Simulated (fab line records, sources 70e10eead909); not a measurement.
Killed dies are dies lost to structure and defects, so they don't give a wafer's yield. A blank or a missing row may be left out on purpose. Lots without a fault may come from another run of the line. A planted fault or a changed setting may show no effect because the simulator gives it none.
A struck lot beside a sound one | flow nand_harc | 14 steps out of a route of 1302
Sound: wafers L641.1, L641.4, L641.5. Struck: wafer L656.3. (L656.5, L656.6 of the same lot were not struck and are left out.) The cause comes at the end.
At each step with rows: each side's tool, then ch and its chambers, then its first start. Under that, the readings that differ: sound wafers | struck wafers | difference of the means | sigmas: that difference in standard deviations of wafers without a fault.
alike: readings whose means differ by less than 2 such deviations, and words and numbers that are the same on both sides. not compared: withheld readings, readings that some wafer has no value for, bounds like >300 that may hide the same value, and numbers for which the record gives no deviation and whose values overlap.
The two part at a step that has a row with sigmas, a row that says differs or no value, or rows on one side only. Numbers that don't overlap but have no deviation are shown without sigmas and don't part them. A reading that every wafer of one side lacks parts them only if that side has two wafers or more.

first, 7 steps without rows for these wafers: NHARC_A_BONDPAD_COAT_33 (time 65 s); NHARC_A_BONDPAD_COAT_03 (resist thk 600 nm); NHARC_A_BONDPAD_SOFTBAKE_04 (time 70 s); NHARC_A_BONDPAD_EBR_05; NHARC_A_BONDPAD_EXPOSE_06 (exposes mask A BPAD); NHARC_A_BONDPAD_PEB_07 (peb time 80 s); NHARC_A_BONDPAD_DEVELOP_08 (time 50 s).
NHARC_A_BONDPAD_CD_MEAS_09: target cd 500 nm.
  sound on cd_sem-03 ch 0, day 23 06:13; struck on cd_sem-02 ch 0, day 30 04:11
  alike: cd_nm
NHARC_A_BONDPAD_OVL_MEAS_35:
  sound on overlay-02, day 23 06:17; struck on overlay-01, day 30 04:16
  alike: overlay_x_nm, overlay_y_nm
then, 1 step without rows for these wafers: NHARC_A_BONDPAD_HARDBAKE_10 (time 65 s).
NHARC_A_BONDPAD_DESCUM_11: chemistry O2, time 3 s.
  sound on rie_diel-05 ch 1,2, day 23 06:25; struck on rie_diel-05 ch 1, day 30 04:25
  reading                | sound                | struck | difference | sigmas
  throttle_valve_pct (%) | 11.320 11.326 11.318 | 11.301 | -0.020     | -2
  alike: drypump_motor_current_A, oes_product_au, rf_vpp_V, showerhead_plenum_p_Torr
  not compared: rf_hours_counter_h
NHARC_A_BONDPAD_ETCH_34: etches the open film in N2/H2, target depth 60 nm, overetch 18 nm, time 65.91 s.
  sound on rie_diel-05 ch 0,1,2, day 23 06:32; struck on rie_diel-05 ch 0, day 30 04:29
  alike: drypump_motor_current_A, oes_product_au, rf_fwd_power_W, rf_vpp_V, showerhead_plenum_p_Torr, throttle_valve_pct
  not compared: rf_hours_counter_h
NHARC_A_BONDPAD_ETCH_12: etches the open film in CHF3/O2, target depth 220 nm, time 110 s.
  sound on rie_diel-05 ch 0,1,2, day 23 06:39; struck on rie_diel-05 ch 2, day 30 04:35
  reading            | sound             | struck | difference | sigmas
  rf_fwd_power_W (W) | 500.2 493.9 496.9 | 436.8  | -60.2      | -32
  alike: drypump_motor_current_A, oes_product_au, rf_vpp_V, showerhead_plenum_p_Torr, throttle_valve_pct
  not compared: rf_hours_counter_h
NHARC_A_BONDPAD_CD_MEAS_13:
  sound on cd_sem-03, day 23 06:47; struck on cd_sem-03, day 30 04:43
  alike: cd_nm

WHERE THEY PART
First at NHARC_A_BONDPAD_DESCUM_11; last, within this record, at NHARC_A_BONDPAD_ETCH_12. Later steps at which nothing parts them and some readings are alike: NHARC_A_BONDPAD_CD_MEAS_13.

WHY: what the simulator had put in
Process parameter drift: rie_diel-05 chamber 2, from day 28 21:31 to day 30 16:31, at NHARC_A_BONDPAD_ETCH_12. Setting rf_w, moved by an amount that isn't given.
